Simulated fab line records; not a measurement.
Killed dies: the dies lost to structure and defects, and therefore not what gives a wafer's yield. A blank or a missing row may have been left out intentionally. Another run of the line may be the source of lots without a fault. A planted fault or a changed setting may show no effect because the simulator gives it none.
fab line records	flow n5_finfet
[record] lots = 7	wafers = 21
route steps=1938 shown WELL_APT@21 PMOS_HMC_CHANNEL_EPI@69 FIN_SAQP@100 SD_EPI_P@308 SDB@353
start_h: hours from the record's first day to the start of the lot's first wafer shown	wait_h: time in hours since the lot's previous step	" as in the row above	L1.1+2: one row covering several wafers at once	- either no value or no given start	* or withheld: withheld	< > ~ a bound
route shown NAME@n: NAME is a module with steps in the file, n the number in the route of the first one	usual: average and standard deviation across the fault-free wafers	same: alike in all rows	chamber/n: place in a boat	sites: the reading at each site	_std_site: standard deviation across them	_edge_site: outer sites' mean less inner sites'	radius_mm: how far each site lies from the wafer's centre	mask NAME#n: copy n	behind: the most recent tool/chamber to have shaped the wafer	hold: why the lot went on hold/how many hours it stayed there/how the hold came to an end	device: the n, p or np transistor that did not switch	end of line: the tests these same wafers got at the end of their route	where a step has no rows: the recipe by itself	killed: not the wafer's yield, but the dies lost to structure and defects at the first sort	map: shows each die of a wafer: x if killed, . if not, _ if none is there
set.NAME: the setting the step ran with; set.NAME@STEP: the setting that earlier step ran with	model.NAME: the simulator's own value behind a step, which no gauge read
lots with deliberately changed settings; one table per step, one row per wafer
[[steps]]
[step N5_WELL_APT_COAT_02]
[recipe] spin_rpm = 1357	resist_thk_nm = 950
lot.wafer	tool	chamber	start_h	wait_h	set.spin_rpm	model.coat_of_WELL_APT_COAT_02.thk_nm
L077.2	litho_track-04	0	-	-	1357	953.6
L077.4	"	0	"	"	1357	954.7
L077.6	"	0	"	"	1357	951.8
L081.1	litho_track-04	0	-	-	1435	922.4
L081.2	"	0	"	"	1357	949.2
L081.3	"	0	"	"	1357	949
L087.1	litho_track-05	0	-	-	1357	950.5
L087.3	"	0	"	"	1357	951.4
L087.6	"	0	"	"	1241	994
L088.3	litho_track-02	0	-	-	1442	919.3
L088.4	"	0	"	"	1357	948.1
L088.5	"	0	"	"	1357	949.2
L089.2	litho_track-05	0	-	-	1357	951.6
L089.3	"	0	"	"	1357	950.3
L089.4	"	0	"	"	1357	951.4
L094.2	litho_track-05	0	-	-	1357	947.9
L094.5	"	0	"	"	1491	902.9
L094.6	"	0	"	"	1357	947.1
L097.1	litho_track-04	0	-	-	1357	949.3
L097.2	"	0	"	"	1357	951.5
L097.3	"	0	"	"	1357	949.5
[step N5_WELL_APT_PEB_06]
[recipe] peb_temp_c = 130	peb_time_s = 90
lot.wafer	tool	chamber	start_h	wait_h	set.peb_time_s
L077.2+4+6	litho_track-02	0	31.59	0.0	90
L081.1+2	litho_track-05	0	55.89	0.1	96.21
L081.3	"	0	"	"	90
L087.1+3+6	litho_track-04	0	91.57	0.1	90
L088.3+4+5	litho_track-02	0	97.57	0.0	90
L089.2+4	litho_track-05	0	103.57	0.0	90
L089.3	"	0	"	"	103.5
L094.2+6	litho_track-05	0	133.62	0.0	103.7
L094.5	"	0	"	"	90
L097.1+2	litho_track-04	0	152.13	0.1	79.22
L097.3	"	0	"	"	90
[step N5_WELL_APT_DEVELOP_07]
[recipe] develop_time_s = 45	rinse_liquid = surfactant_rinse	dry = air_spin	dev_temp_c = 21
[step N5_WELL_APT_HARDBAKE_12]
[recipe] temp_c = 130	time_s = 120
[step N5_WELL_APT_CD_MEAS_08]
[recipe] target_cd_nm = 200	landing_energy_ev = 500	detector = se_inlens
[usual] cd_nm = 199.8/1.7
lot.wafer	tool	chamber	start_h	wait_h	set.peb_time_s@WELL_APT_PEB_06	cd_nm
L077.2	cd_sem-01	0	31.71	-	90	199.9
L077.4	"	0	"	"	90	201.3
L077.6	"	0	"	"	90	200.3
L081.1	cd_sem-03	0	56.01	-	96.21	202.5
L081.2	"	0	"	"	96.21	201.1
L081.3	"	0	"	"	90	199.9
L087.1	cd_sem-03	0	91.68	-	90	197.9
L087.3	"	0	"	"	90	197.2
L087.6	"	0	"	"	90	197.4
L088.3	cd_sem-01	0	97.69	-	90	203.3
L088.4	"	0	"	"	90	202.1
L088.5	"	0	"	"	90	203.1
L089.2	cd_sem-03	0	103.69	-	90	197.5
L089.3	"	0	"	"	103.5	201.9
L089.4	"	0	"	"	90	199.3
L094.2	cd_sem-03	0	133.74	-	103.7	202.6
L094.5	"	0	"	"	90	199.2
L094.6	"	0	"	"	103.7	203.2
L097.1	cd_sem-01	0	152.25	-	79.22	197.5
L097.2	"	0	"	"	79.22	196.3
L097.3	"	0	"	"	90	198.1
[step N5_WELL_APT_DESCUM_13]
[recipe] chemistry = O2	time_s = 7.9	source_power_w = 50	bias_power_w = 20	pressure_mtorr = 20	rf_frequency_hz = 2.712e+07	temp_c = 40	o2_flow_sccm = 225
lot.wafer	tool	chamber	start_h	wait_h	set.peb_time_s@WELL_APT_PEB_06	model.WELL_APT.cd_nm
L077.2	rie_diel-01	1	31.79	0.0	90	199.8
L077.4	"	2	"	"	90	201.1
L077.6	"	2	"	"	90	200.3
L081.1	rie_diel-06	2	56.10	0.0	96.21	202.6
L081.2	"	1	"	"	96.21	201.3
L081.3	"	0	"	"	90	199.5
L087.1	rie_diel-06	2	91.77	0.0	90	198.1
L087.3	"	1	"	"	90	197.5
L087.6	"	3	"	"	90	197.7
L088.3	rie_diel-02	2	97.78	0.0	90	203.2
L088.4	"	0	"	"	90	202.1
L088.5	"	1	"	"	90	202.8
L089.2	rie_diel-01	0	103.77	0.0	90	197.8
L089.3	"	3	"	"	103.5	202.1
L089.4	"	1	"	"	90	199
L094.2	rie_diel-02	2	133.82	0.0	103.7	202.3
L094.5	"	3	"	"	90	199.5
L094.6	"	0	"	"	103.7	203.2
L097.1	rie_diel-01	1	152.34	0.0	79.22	197.2
L097.2	"	3	"	"	79.22	196
L097.3	"	2	"	"	90	197.9
[step N5_PMOS_HMC_CHANNEL_EPI_ETCH_32]
[recipe] chemistry = N2/H2	target = BARC	stop_on = SiO2	target_depth_a = 858	over_etch_frac = 0.3	time_s = 50.3	ion_energy_ev = 200	mask_material = CAR-ArF-block	pressure_mtorr = 30	source_w = 840	bias_w = 150	n2_flow_sccm = 200	h2_flow_sccm = 200
[usual] rf_vpp_V = 525/3.1
lot.wafer	tool	chamber	start_h	wait_h	set.bias_w	rf_vpp_V
L077.2	rie_diel-04	1	35.26	0.0	150	528
L077.4	"	2	"	"	150	522
L077.6	"	2	"	"	150	520
L081.1	rie_diel-05	0	60.05	0.0	127.5	478
L081.2	"	2	"	"	150	519
L081.3	"	1	"	"	150	527
L087.1	rie_diel-05	0	96.08	0.0	150	527
L087.3	"	2	"	"	150	520
L087.6	"	3	"	"	150	523
L088.3	rie_diel-03	3	101.47	0.0	150	523
L088.4	"	1	"	"	150	523
L088.5	"	3	"	"	150	523
L089.2	rie_diel-05	1	107.44	0.0	125.2	471
L089.3	"	2	"	"	125.2	462
L089.4	"	0	"	"	150	530
L094.2	rie_diel-05	1	137.16	0.0	150	528
L094.5	"	2	"	"	150	528
L094.6	"	1	"	"	150	528
L097.1	rie_diel-05	1	156.26	0.0	173.4	578
L097.2	"	2	"	"	150	528
L097.3	"	3	"	"	150	522
[step N5_FIN_SAQP_PECVD_06]
[recipe] material = a-Si	target_thk_a = 600	temp_c = 400	precursor = SiH4/He	pressure_torr = 3	rf_w = 100	time_s = 48.1
lot.wafer	tool	chamber	start_h	wait_h	set.time_s	model.a-Si_of_FIN_SAQP_PECVD_06.thk_nm
L077.2	pecvd-03	0	38.80	0.0	48.1	58.93
L077.4	"	1	"	"	48.1	59.49
L077.6	"	1	"	"	48.1	59.26
L081.1	pecvd-04	0	63.60	0.0	48.1	59.42
L081.2	"	1	"	"	50.54	62.6
L081.3	"	2	"	"	48.1	60.02
L087.1	pecvd-02	1	100.68	0.0	44.5	54.04
L087.3	"	0	"	"	44.5	55.5
L087.6	"	1	"	"	48.1	59.93
L088.3	pecvd-03	0	105.37	0.0	52.45	64.49
L088.4	"	0	"	"	48.1	59.71
L088.5	"	1	"	"	52.45	64.92
L089.2	pecvd-02	2	111.22	0.0	48.1	60.06
L089.3	"	1	"	"	42.2	50.79
L089.4	"	2	"	"	48.1	60.59
L094.2	pecvd-02	1	141.01	0.0	48.1	60.57
L094.5	"	0	"	"	48.1	62.06
L094.6	"	2	"	"	48.1	62.45
L097.1	pecvd-04	1	160.12	0.0	48.1	59.47
L097.2	"	0	"	"	48.1	59.3
L097.3	"	2	"	"	48.1	59.92
[step N5_FIN_SAQP_THK_MEAS_07]
[usual] thk_nm = 60.2/0.97
lot.wafer	tool	chamber	start_h	wait_h	set.time_s@FIN_SAQP_PECVD_06	thk_nm
L077.2	film_metro-01	-	38.92	0.1	48.1	58.9
L077.4	"	-	"	"	48.1	59.4
L077.6	"	-	"	"	48.1	59.3
L081.1	film_metro-02	-	63.68	0.1	48.1	59.5
L081.2	"	-	"	"	50.54	62.6
L081.3	"	-	"	"	48.1	60.0
L087.1	film_metro-01	-	100.77	0.1	44.5	54.0
L087.3	"	-	"	"	44.5	55.4
L087.6	"	-	"	"	48.1	59.9
L088.3	film_metro-01	-	105.47	0.1	52.45	64.5
L088.4	"	-	"	"	48.1	59.8
L088.5	"	-	"	"	52.45	64.9
L089.2	film_metro-02	-	111.31	0.1	48.1	60.1
L089.3	"	-	"	"	42.2	50.8
L089.4	"	-	"	"	48.1	60.6
L094.2	film_metro-01	-	141.10	0.1	48.1	60.5
L094.5	"	-	"	"	48.1	62.1
L094.6	"	-	"	"	48.1	62.4
L097.1	film_metro-02	-	160.21	0.1	48.1	59.5
L097.2	"	-	"	"	48.1	59.3
L097.3	"	-	"	"	48.1	59.9
[step N5_FIN_SAQP_COAT_50]
[recipe] resist = SiARC	temp_c = 220	time_s = 60	spin_rpm = 1500	resist_thk_nm = 35
lot.wafer	tool	chamber	start_h	wait_h	set.spin_rpm	model.SiARC_of_FIN_SAQP_COAT_50.thk_nm
L077.2	litho_track-05	0	-	-	1500	35.22
L077.4	"	0	"	"	1500	35.29
L077.6	"	0	"	"	1500	35.04
L081.1	litho_track-05	0	-	-	1584	34.12
L081.2	"	0	"	"	1584	34.09
L081.3	"	0	"	"	1500	34.93
L087.1	litho_track-02	0	-	-	1449	35.46
L087.3	"	0	"	"	1500	34.85
L087.6	"	0	"	"	1500	34.88
L088.3	litho_track-03	0	-	-	1639	33.58
L088.4	"	0	"	"	1639	33.56
L088.5	"	0	"	"	1500	35.08
L089.2	litho_track-02	0	-	-	1500	34.89
L089.3	"	0	"	"	1586	33.96
L089.4	"	0	"	"	1500	34.96
L094.2	litho_track-03	0	-	-	1500	34.99
L094.5	"	0	"	"	1500	35.04
L094.6	"	0	"	"	1500	35.06
L097.1	litho_track-03	0	-	-	1454	35.49
L097.2	"	0	"	"	1454	35.43
L097.3	"	0	"	"	1500	34.85
[step N5_FIN_SAQP_COAT_10]
[recipe] resist = CAR-ArF	spin_rpm = 1500	resist_thk_nm = 90
[step N5_FIN_SAQP_EBR_12]
[recipe] solvent = PGMEA	ebr_width_mm = 1.5
[step N5_FIN_SAQP_DESCUM_21]
[recipe] chemistry = O2	time_s = 7.9	source_power_w = 50	bias_power_w = 20	pressure_mtorr = 20	rf_frequency_hz = 2.712e+07	temp_c = 40	resist = CAR-ArF	o2_flow_sccm = 225
[step N5_FIN_SAQP_ETCH_51]
[recipe] chemistry = CF4	target = SiARC	target_depth_a = 455	mask_material = CAR-ArF	time_s = 75.8	ion_energy_ev = 80	pressure_mtorr = 40	source_w = 545	bias_w = 36	Ar_flow_sccm = 100	cf4_flow_sccm = 100	ends = cleared
[usual] etch_rf_on_time_s = 75.5/1.3
lot.wafer	tool	chamber	start_h	wait_h	set.spin_rpm@FIN_SAQP_COAT_50	etch_rf_on_time_s	model.etch.depth_nm	model.CAR-ArF_of_FIN_SAQP_COAT_10.thk_nm
L077.2	rie_diel-02	2	39.43	0.0	1500	76.1	35.22	51.12
L077.4	"	3	"	"	1500	76.7	35.29	51.2
L077.6	"	0	"	"	1500	75.2	35.04	51.26
L081.1	rie_diel-02	2	64.69	0.0	1584	72.4	34.12	51.81
L081.2	"	3	"	"	1584	72.8	34.09	52.28
L081.3	"	1	"	"	1500	75.4	34.93	51.36
L087.1	rie_diel-02	0	101.35	0.0	1449	76.5	35.46	50.17
L087.3	"	2	"	"	1500	75.3	34.85	50.9
L087.6	"	2	"	"	1500	75.3	34.88	51.04
L088.3	rie_diel-02	3	105.96	0.0	1639	73.7	33.58	52.5
L088.4	"	2	"	"	1639	73.2	33.56	52.66
L088.5	"	3	"	"	1500	77.3	35.08	51.25
L089.2	rie_diel-01	0	111.80	0.0	1500	75.9	34.89	50.91
L089.3	"	3	"	"	1586	71.2	33.96	51.29
L089.4	"	1	"	"	1500	74.0	34.96	50.55
L094.2	rie_diel-01	0	141.71	0.0	1500	75.5	34.99	50.96
L094.5	"	2	"	"	1500	74.6	35.04	51
L094.6	"	3	"	"	1500	73.0	35.06	50.39
L097.1	rie_diel-06	3	160.85	0.0	1454	78.1	35.49	50.27
L097.2	"	2	"	"	1454	78.4	35.43	50.19
L097.3	"	1	"	"	1500	75.8	34.85	51.02
[step N5_FIN_SAQP_ETCH_52]
[recipe] chemistry = N2/H2	target = SOC	target_depth_a = 1000	overetch_a = 200	mask_material = SiARC	temp_c = 40	time_s = 150	ion_energy_ev = 200	pressure_mtorr = 30	source_w = 840	bias_w = 150	n2_flow_sccm = 200	h2_flow_sccm = 200	ends = end_point
lot.wafer	tool	chamber	start_h	wait_h	set.spin_rpm@FIN_SAQP_COAT_50	model.SiARC_of_FIN_SAQP_COAT_50.thk_nm
L077.2	rie_diel-02	2	39.49	0.0	1500	29.05
L077.4+6	"	3,0	"	"	1500	29.17
L081.1	rie_diel-02	2	64.74	0.0	1584	28.05
L081.2	"	3	"	"	1584	28.09
L081.3	"	1	"	"	1500	29.23
L087.1	rie_diel-02	0	101.40	0.0	1449	29.62
L087.3	"	2	"	"	1500	28.76
L087.6	"	2	"	"	1500	28.75
L088.3+4	rie_diel-02	3,2	106.01	0.0	1639	27.54
L088.5	"	3	"	"	1500	29.11
L089.2	rie_diel-01	0	111.86	0.0	1500	29.06
L089.3	"	3	"	"	1586	27.76
L089.4	"	1	"	"	1500	28.85
L094.2	rie_diel-01	0	141.77	0.0	1500	29.14
L094.5	"	2	"	"	1500	29.23
L094.6	"	3	"	"	1500	28.84
L097.1	rie_diel-06	3	160.90	0.0	1454	29.75
L097.2	"	2	"	"	1454	29.61
L097.3	"	1	"	"	1500	28.68
[step N5_FIN_SAQP_STRIP_53]
[recipe] chemistry = N2/H2	temp_c = 40	n2_flow_sccm = 200	h2_flow_sccm = 200	rf_frequency_hz = 6e+07
[step N5_FIN_SAQP_HM_OPEN_73]
[recipe] chemistry = CHF3/O2	target = SiO2	stop_on = a-Si	target_depth_a = 120	over_etch_frac = 1.8	mask_material = SOC	time_s = 16.8	pressure_mtorr = 30	source_w = 650	bias_w = 170	Ar_flow_sccm = 200	CHF3_flow_sccm = 50	O2_flow_sccm = 5	ion_energy_ev = 200	ends = end_point
lot.wafer	tool	chamber	start_h	wait_h	set.spin_rpm@FIN_SAQP_COAT_50	model.SiARC_of_FIN_SAQP_COAT_50.thk_nm
L077.2	rie_diel-02	2	39.59	0.0	1500	4.706
L077.4	"	3	"	"	1500	4.784
L077.6	"	0	"	"	1500	4.923
L081.1	rie_diel-02	2	64.85	0.0	1584	3.827
L081.2	"	3	"	"	1584	3.834
L081.3	"	1	"	"	1500	5.486
L087.1	rie_diel-02	0	101.51	0.0	1449	5.606
L087.3	"	2	"	"	1500	4.248
L087.6	"	2	"	"	1500	4.599
L088.3	rie_diel-02	3	106.12	0.0	1639	3.217
L088.4	"	2	"	"	1639	3.218
L088.5	"	3	"	"	1500	4.847
L089.2	rie_diel-01	0	111.96	0.0	1500	5.174
L089.3	"	3	"	"	1586	3.355
L089.4	"	1	"	"	1500	4.436
L094.2	rie_diel-01	0	141.87	0.0	1500	5.021
L094.5	"	2	"	"	1500	5.217
L094.6	"	3	"	"	1500	4.05
L097.1	rie_diel-06	3	161.01	0.0	1454	6.277
L097.2	"	2	"	"	1454	5.889
L097.3	"	1	"	"	1500	4.117
[step N5_FIN_SAQP_STRIP_74]
[recipe] chemistry = CHF3/O2	resist = SiARC	rf_frequency_hz = 6e+07
[step N5_FIN_SAQP_MANDREL_ETCH_22]
[recipe] target_depth_a = 600	chemistry = HBr/Cl2	target = a-Si	stop_on = SiNx	bt_time_s = 10	over_etch_frac = 0.5	time_s = 30	pressure_mtorr = 10	icp_w = 800	bias_w = 75	HBr_flow_sccm = 150	Cl2_flow_sccm = 80	ends = end_point
lot.wafer	tool	chamber	start_h	wait_h	set.time_s@FIN_SAQP_PECVD_06	model.etch.depth_nm
L077.2	rie_si-01	1	39.68	0.0	48.1	58.85
L077.4	"	2	"	"	48.1	59.48
L077.6	"	0	"	"	48.1	59.26
L081.1	rie_si-01	1	64.94	0.0	48.1	59.35
L081.2	"	2	"	"	50.54	62.58
L081.3	"	3	"	"	48.1	60.02
L087.1	rie_si-04	2	101.59	0.0	44.5	54.04
L087.3	"	3	"	"	44.5	55.42
L087.6	"	1	"	"	48.1	59.86
L088.3	rie_si-04	3	106.20	0.0	52.45	64.47
L088.4	"	0	"	"	48.1	59.64
L088.5	"	2	"	"	52.45	64.9
L089.2	rie_si-04	2	112.05	0.0	48.1	60.06
L089.3	"	3	"	"	42.2	50.68
L089.4	"	1	"	"	48.1	60.58
L094.2	rie_si-04	2	141.96	0.0	48.1	60.57
L094.5	"	0	"	"	48.1	62.04
L094.6	"	3	"	"	48.1	62.34
L097.1	rie_si-01	3	161.10	0.0	48.1	59.47
L097.2	"	2	"	"	48.1	59.29
L097.3	"	1	"	"	48.1	59.86
[step N5_SD_EPI_P_ETCH_37]
[recipe] chemistry = N2/H2	target = SOC	overetch_a = 1080	mask_material = SiARC	temp_c = 40	ion_energy_ev = 100	source_w = 3000	bias_w = 133	pressure_mtorr = 20	time_s = 486	n2_flow_sccm = 200	h2_flow_sccm = 200	ends = end_point
[usual] rf_vpp_V = 241.1/1.4
lot.wafer	tool	chamber	start_h	wait_h	set.source_w	rf_vpp_V	model.SiARC_of_SD_EPI_P_COAT_35.thk_nm
L077.2	rie_diel-04	1	72.13	0.0	3000	243.8	19.8
L077.4	"	3	"	"	3000	242.0	20
L077.6	"	1	"	"	3000	241.8	19.6
L081.1	rie_diel-05	1	97.17	0.0	3000	242.4	19.4
L081.2	"	3	"	"	3000	240.0	20.2
L081.3	"	2	"	"	3000	238.1	20.2
L087.1	rie_diel-03	0	136.56	0.0	3000	238.0	19.4
L087.3	"	3	"	"	3227	234.0	18.8
L087.6	"	2	"	"	3000	240.8	19.2
L088.3	rie_diel-04	0	141.50	0.0	3000	240.2	19.2
L088.4	"	1	"	"	2557	255.2	21.4
L088.5	"	1	"	"	3000	242.7	19.4
L089.2	rie_diel-04	0	149.23	0.0	3000	240.7	19.4
L089.3	"	2	"	"	3000	240.3	19.6
L089.4	"	1	"	"	3318	232.9	18.6
L094.2	rie_diel-05	3	173.68	0.0	2570	254.0	21.6
L094.5	"	1	"	"	3000	241.3	19.2
L094.6	"	0	"	"	2570	255.8	21.6
L097.1	rie_diel-04	3	195.18	0.0	3000	241.9	20.2
L097.2	"	0	"	"	3000	241.7	19.8
L097.3	"	1	"	"	3000	241.5	20
[step N5_SDB_EXPOSE_08]
[recipe] mask_id = SDB	na = 1.35	source_shape = conventional	sigma_outer = 0.5	polarization = unpolarized	dose_mj = 49.6
lot.wafer	tool	chamber	start_h	wait_h	mask	set.dose_mj
L077.2+4+6	arfi_scanner-02	0	83.15	-	SDB#0	49.6
L081.1+3	arfi_scanner-03	0	108.97	-	SDB#0	49.6
L081.2	"	0	"	"	SDB#0	52.02
L087.1+3+6	arfi_scanner-02	0	147.57	-	SDB#0	48.18
L088.3+4	arfi_scanner-03	0	152.68	-	SDB#0	49.6
L088.5	"	0	"	"	SDB#0	50.98
L089.2+4	arfi_scanner-02	0	160.45	-	SDB#0	49.6
L089.3	"	0	"	"	SDB#0	47.49
L094.2+5+6	arfi_scanner-01	0	185.16	-	SDB#0	49.6
L097.1+3	arfi_scanner-02	0	206.72	-	SDB#0	46.46
L097.2	"	0	"	"	SDB#0	49.6
[step N5_SDB_PEB_09]
[recipe] peb_temp_c = withheld	peb_time_s = 60	resist = CAR-ArF
[step N5_SDB_DEVELOP_10]
[recipe] develop_time_s = 30	developer = TMAH	resist = CAR-ArF	rinse_liquid = diw	dry = air_spin	dev_temp_c = 23
[step N5_SDB_CD_MEAS_11]
[recipe] target_cd_nm = 50	landing_energy_ev = 500	detector = se_inlens	polarity = opening
[usual] cd_nm = 50.7/1.2
lot.wafer	tool	chamber	start_h	wait_h	set.dose_mj@SDB_EXPOSE_08	cd_nm
L077.2	cd_sem-02	0	83.28	-	49.6	52.1
L077.4	"	0	"	"	49.6	50.8
L077.6	"	0	"	"	49.6	52.0
L081.1	cd_sem-02	0	109.09	-	49.6	48.8
L081.2	"	0	"	"	52.02	56.9
L081.3	"	0	"	"	49.6	49.4
L087.1	cd_sem-03	0	147.70	-	48.18	45.8
L087.3	"	0	"	"	48.18	47.2
L087.6	"	0	"	"	48.18	46.6
L088.3	cd_sem-01	0	152.80	-	49.6	50.9
L088.4	"	0	"	"	49.6	51.2
L088.5	"	0	"	"	50.98	54.5
L089.2	cd_sem-03	0	160.57	-	49.6	51.9
L089.3	"	0	"	"	47.49	45.2
L089.4	"	0	"	"	49.6	50.5
L094.2	cd_sem-03	0	185.28	-	49.6	50.4
L094.5	"	0	"	"	49.6	51.0
L094.6	"	0	"	"	49.6	51.2
L097.1	cd_sem-01	0	206.84	-	46.46	44.5
L097.2	"	0	"	"	49.6	52.4
L097.3	"	0	"	"	46.46	43.8
[step N5_SDB_ETCH_18]
[recipe] chemistry = N2/H2	target = SOC	target_depth_a = 1000	overetch_a = 200	mask_material = SiARC	temp_c = 40	time_s = 150	ion_energy_ev = 200	pressure_mtorr = 30	source_w = 840	bias_w = 150	n2_flow_sccm = 200	h2_flow_sccm = 200
lot.wafer	tool	chamber	start_h	wait_h	set.time_s	model.SiARC_of_SDB_COAT_04.thk_nm
L077.2+6	rie_diel-01	2	83.62	0.0	150	12.8
L077.4	"	3	"	"	150	12.6
L081.1+2	rie_diel-01	3,1	109.26	0.0	150	12.4
L081.3	"	0	"	"	150	12.6
L087.1	rie_diel-06	3	147.86	0.0	123.9	13.8
L087.3	"	2	"	"	123.9	13.6
L087.6	"	2	"	"	150	12.8
L088.3	rie_diel-06	0	152.96	0.0	150	13
L088.4+5	"	3,2	"	"	150	12.8
L089.2	rie_diel-02	2	160.80	0.0	150	12.4
L089.3	"	3	"	"	150	12.6
L089.4	"	1	"	"	150	12.8
L094.2	rie_diel-06	3	185.44	0.0	150	12.8
L094.5+6	"	0,3	"	"	150	13
L097.1+3	rie_diel-02	0,1	207.00	0.0	150	12.8
L097.2	"	2	"	"	126.4	13.4
[[key]]
[split] step = N5_WELL_APT_COAT_02	setting = spin_rpm	stated = 1357	by = wafer
[response] step = N5_WELL_APT_COAT_02	reading = model.coat_of_WELL_APT_COAT_02.thk_nm	change = -4.72	per = 1%	r = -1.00
[split] step = N5_WELL_APT_PEB_06	setting = peb_time_s	stated = 90	by = wafer
[response] step = N5_WELL_APT_CD_MEAS_08	reading = cd_nm	change = +0.209	per = 1%	r = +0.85
[response] step = N5_WELL_APT_DESCUM_13	reading = model.WELL_APT.cd_nm	change = +0.212	per = 1%	r = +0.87
[split] step = N5_PMOS_HMC_CHANNEL_EPI_ETCH_32	setting = bias_w	stated = 150	by = wafer
[response] step = N5_PMOS_HMC_CHANNEL_EPI_ETCH_32	reading = rf_vpp_V	change = +3.42	per = 1%	r = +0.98
[split] step = N5_FIN_SAQP_PECVD_06	setting = time_s	stated = 48.1	by = wafer
[response] step = N5_FIN_SAQP_PECVD_06	reading = model.a-Si_of_FIN_SAQP_PECVD_06.thk_nm	change = +0.686	per = 1%	r = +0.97
[response] step = N5_FIN_SAQP_THK_MEAS_07	reading = thk_nm	change = *	per = 1%	r = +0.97
[response] step = N5_FIN_SAQP_MANDREL_ETCH_22	reading = model.etch.depth_nm	change = +0.691	per = 1%	r = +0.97
[split] step = N5_FIN_SAQP_COAT_50	setting = spin_rpm	stated = 1500	by = wafer
[response] step = N5_FIN_SAQP_COAT_50	reading = model.SiARC_of_FIN_SAQP_COAT_50.thk_nm	change = -0.164	per = 1%	r = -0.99
[response] step = N5_FIN_SAQP_ETCH_51	reading = etch_rf_on_time_s	change = *	per = 1%	r = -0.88
[response] step = N5_FIN_SAQP_ETCH_51	reading = model.etch.depth_nm	change = -0.164	per = 1%	r = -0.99
[response] step = N5_FIN_SAQP_ETCH_51	reading = model.CAR-ArF_of_FIN_SAQP_COAT_10.thk_nm	change = +0.143	per = 1%	r = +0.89
[response] step = N5_FIN_SAQP_ETCH_52	reading = model.SiARC_of_FIN_SAQP_COAT_50.thk_nm	change = -0.198	per = 1%	r = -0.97
[response] step = N5_FIN_SAQP_HM_OPEN_73	reading = model.SiARC_of_FIN_SAQP_COAT_50.thk_nm	change = -0.25	per = 1%	r = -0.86
[split] step = N5_SD_EPI_P_ETCH_37	setting = source_w	stated = 3000	by = wafer
[response] step = N5_SD_EPI_P_ETCH_37	reading = rf_vpp_V	change = -0.878	per = 1%	r = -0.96
[response] step = N5_SD_EPI_P_ETCH_37	reading = model.SiARC_of_SD_EPI_P_COAT_35.thk_nm	change = -0.133	per = 1%	r = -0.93
[split] step = N5_SDB_EXPOSE_08	setting = dose_mj	stated = 49.6	by = wafer
[response] step = N5_SDB_CD_MEAS_11	reading = cd_nm	change = +1.4	per = 1%	r = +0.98
[split] step = N5_SDB_ETCH_18	setting = time_s	stated = 150	by = wafer
[response] step = N5_SDB_ETCH_18	reading = model.SiARC_of_SDB_COAT_04.thk_nm	change = -0.0456	per = 1%	r = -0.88
